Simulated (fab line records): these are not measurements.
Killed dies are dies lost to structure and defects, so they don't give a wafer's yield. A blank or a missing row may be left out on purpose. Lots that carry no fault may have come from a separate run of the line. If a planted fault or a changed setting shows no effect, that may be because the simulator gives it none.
What tool caused it?	flow n5 finfet	Sampling: 10 lots, 30 wafers, 4 of 1938 route steps

WHAT THE GAUGES READ, wafer by wafer
N5_BEOL_M4_RC_MEAS_101. Usual: DIBL_N 36.0 mV/V, standard deviation 2.5; DIBL_P 36.7 mV/V, standard deviation 3; IOFF_N 0.16 nA/um, standard deviation 0.043; IOFF_P 0.21 nA/um, standard deviation 0.049; ION_N 673 uA/um, standard deviation 15; ION_P 461 uA/um, standard deviation 9.8; SS_N 71.5 mV/dec, standard deviation 0.83; SS_P 73.4 mV/dec, standard deviation 0.83; VT_N 250 mV, standard deviation 4; VT_P -251 mV, standard deviation 4.
lot	measured	on	DIBL_N (mV/V)	DIBL_P (mV/V)	IOFF_N (nA/um)	IOFF_P (nA/um)	ION_N (uA/um)	ION_P (uA/um)	SS_N (mV/dec)	SS_P (mV/dec)	VT_N (mV)	VT_P (mV)	flag
L662	day 7 17:22	prober-01	32.1 33.0 31.8	33.7 33.8 33.3	0.12 0.14 0.12	0.18 0.18 0.17	657 671 663	456 459 459	70.5 71.7 70.7	72.6 72.8 72.1	254 254 252	-254 -254 -250	
L664	day 8 12:34	prober-02	36.6 38.3 34.3	37.3 38.7 34.4	0.18 0.20 0.13	0.19 0.22 0.16	697 686 676	468 459 463	71.9 72.2 70.9	74.1 74.5 73.0	248 247 254	-254 -251 -255	
L665	day 8 17:45	prober-02	40.0 35.5 40.0	40.1 35.4 41.3	0.22 0.14 0.24	0.28 0.20 0.32	691 664 700	467 455 482	72.0 71.4 72.0	73.9 73.4 73.7	243 251 242	-243 -251 -243	
L673	day 11 02:02	prober-02	39.5 35.1 37.1	40.3 34.3 36.4	0.23 0.14 0.19	0.28 0.19 0.21	685 686 678	460 473 457	72.8 70.6 71.6	74.4 73.1 73.3	245 252 247	-247 -254 -253	
L676	day 11 03:30	prober-01	41.8 34.5 35.7	41.4 32.9 33.3	0.27 0.13 0.13	0.32 0.18 0.18	684 668 650	462 462 447	73.2 70.4 71.9	74.9 72.5 73.4	247 251 256	-244 -251 -251	
L678	day 12 06:11	prober-01	34.1 37.5 33.7	34.3 37.5 34.6	0.12 0.18 0.12	0.15 0.20 0.17	682 693 666	458 462 460	70.1 72.1 71.0	72.9 74.3 73.0	251 249 253	-257 -252 -252	
L679	day 12 12:56	prober-02	34.9 37.1 37.5	36.0 38.8 39.1	0.14 0.17 0.19	0.22 0.26 0.27	666 672 694	462 469 484	70.3 71.8 71.2	73.1 73.2 73.4	251 248 246	-247 -246 -244	
L680	day 13 08:08	prober-02	34.8 31.6 27.6	37.1 33.3 28.4	0.16 0.11 0.07	0.19 0.14 0.11	679 664 649	462 454 455	71.5 70.2 69.4	73.4 72.8 71.7	248 258 258	-252 -256 -257	
L682	day 13 08:08	prober-01	37.2 33.4 34.2	38.7 33.9 34.3	0.19 0.13 0.15	0.26 0.19 0.20	677 662 682	464 463 472	71.9 70.9 71.5	73.6 72.9 72.6	248 253 246	-248 -250 -249	
L684	day 14 07:53	prober-01	36.6 35.8 35.0	39.2 38.0 36.9	0.19 0.16 0.14	0.24 0.21 0.20	694 684 669	479 469 461	70.8 71.7 71.0	73.8 73.5 73.1	242 248 252	-249 -251 -250	

N5_BEOL_M7_THK_MEAS_01. Usual: M7_ILD_THK 154.6 nm, standard deviation 1.9.
lot	measured	on	M7_ILD_THK (nm)	flag
L662	day 8 13:17	film metro-02	153.2 157.0 155.2	
L664	day 9 06:55	film metro-01	152.5 155.8 155.4	
L665	day 9 15:53	film metro-01	155.1 158.0 153.7	
L673	day 12 01:37	film metro-01	151.9 153.6 155.2	
L676	day 13 03:57	film metro-02	154.8 154.6 156.9	
L678	day 13 04:48	film metro-02	152.6 157.2 154.5	
L679	day 13 13:02	film metro-01	155.5 159.5 154.8	
L680	day 14 08:16	film metro-02	153.6 151.4 157.7	
L682	day 14 08:23	film metro-02	155.5 157.6 156.6	
L684	day 15 04:37	film metro-01	151.4 157.9 152.9	

WHAT TOOL EACH LOT RAN ON (gives the tool, then ch and the chambers of the sampled wafers, and finally the start)
lot	N5_BEOL_M6_STRIP_80	N5_BEOL_M6_SPUTTER_48
L662	rie diel-05 ch 1,2, day 8 11:19 or earlier	pvd sputter-02, day 8 11:19
L664	rie diel-05 ch 0,1, day 9 05:17 or earlier	pvd sputter-03, day 9 05:17
L665	rie diel-06 ch 2,3, day 9 13:56 or earlier	pvd sputter-03, day 9 13:56
L673	rie diel-06 ch 0,1,3, day 11 22:23 or earlier	pvd sputter-01, day 11 22:23
L676	rie diel-06 ch 0,1,2, day 13 02:10 or earlier	pvd sputter-03, day 13 02:10
L678	rie diel-04 ch 0,1,3, day 13 02:38 or earlier	pvd sputter-02, day 13 02:38
L679	rie diel-06 ch 0,3, day 13 10:19 or earlier	pvd sputter-03, day 13 10:19
L680	rie diel-05 ch 0,1,2, day 14 06:19 or earlier	pvd sputter-01, day 14 06:19
L682	rie diel-04 ch 0,3, day 14 06:19 or earlier	pvd sputter-02, day 14 06:19
L684	rie diel-04 ch 1,2, day 15 02:50 or earlier	pvd sputter-01, day 15 02:50
- N5_BEOL_M6_STRIP_80: strips in N2/H2, time 10 s.
- N5_BEOL_M6_SPUTTER_48: material Cu, target thk 10 nm, time 1.667 s.

WHAT THE TOOLS THEMSELVES READ (means of the sampled wafers that have a number; where no wafer has one, the mark that the record gives instead)
N5_BEOL_M6_STRIP_80. Usual: drypump motor current A 5.7 A, standard deviation 0.43; oes product au 0.79 a.u., standard deviation 0.11; rf vpp V 59.0 V, standard deviation 0.91; showerhead plenum p Torr 2.51 Torr, standard deviation 0.1; throttle valve pct 23.5 %, standard deviation 0.39.
lot	tool	drypump motor current A (A)	oes product au (a.u.)	rf vpp V (V)	showerhead plenum p Torr (Torr)	throttle valve pct (%)	flag
L662	rie diel-05	5.4	0.76	59.5	2.59	23.5	
L664	rie diel-05	5.8	0.73	58.1	2.41	23.5	
L665	rie diel-06	5.8	0.74	58.2	2.44	23.9	
L673	rie diel-06	6.4	0.90	58.3	2.47	23.5	
L676	rie diel-06	6.0	0.83	58.6	2.45	23.6	
L678	rie diel-04	5.4	0.80	59.5	2.53	23.2	
L679	rie diel-06	6.6	0.84	59.1	2.46	23.5	
L680	rie diel-05	5.6	0.87	59.0	2.59	23.3	
L682	rie diel-04	5.5	0.86	59.8	2.62	23.4	
L684	rie diel-04	5.4	0.67	59.0	2.47	23.4	

N5_BEOL_M6_SPUTTER_48. Usual: throttle valve pct reads 29.8 % (standard deviation 1).
lot	tool	throttle valve pct (%)	flag
L662	pvd sputter-02	28.7	
L664	pvd sputter-03	29.9	
L665	pvd sputter-03	30.7	
L673	pvd sputter-01	29.6	
L676	pvd sputter-03	30.2	
L678	pvd sputter-02	29.8	
L679	pvd sputter-03	30.5	
L680	pvd sputter-01	30.0	
L682	pvd sputter-02	30.1	
L684	pvd sputter-01	29.7	

THE ANSWER, worked out from the rows above alone
Rule: lot off if the mean of its wafers having a number is beyond 3 standard deviations from the usual mean. Also off: a lot with no number at a reading for which 4 or more lots have one. Any other lot the step has rows for is counted as sound. First the gauges in route order, then the tools' own readings, where a lot's mean is used as printed above. At the first step where some lot is off, the reading lying furthest off is the one used; lots without a number count as furthest.
No lot is off at any reading shown: from this, nothing can be told.

WHAT THE SIMULATOR HAD PUT IN
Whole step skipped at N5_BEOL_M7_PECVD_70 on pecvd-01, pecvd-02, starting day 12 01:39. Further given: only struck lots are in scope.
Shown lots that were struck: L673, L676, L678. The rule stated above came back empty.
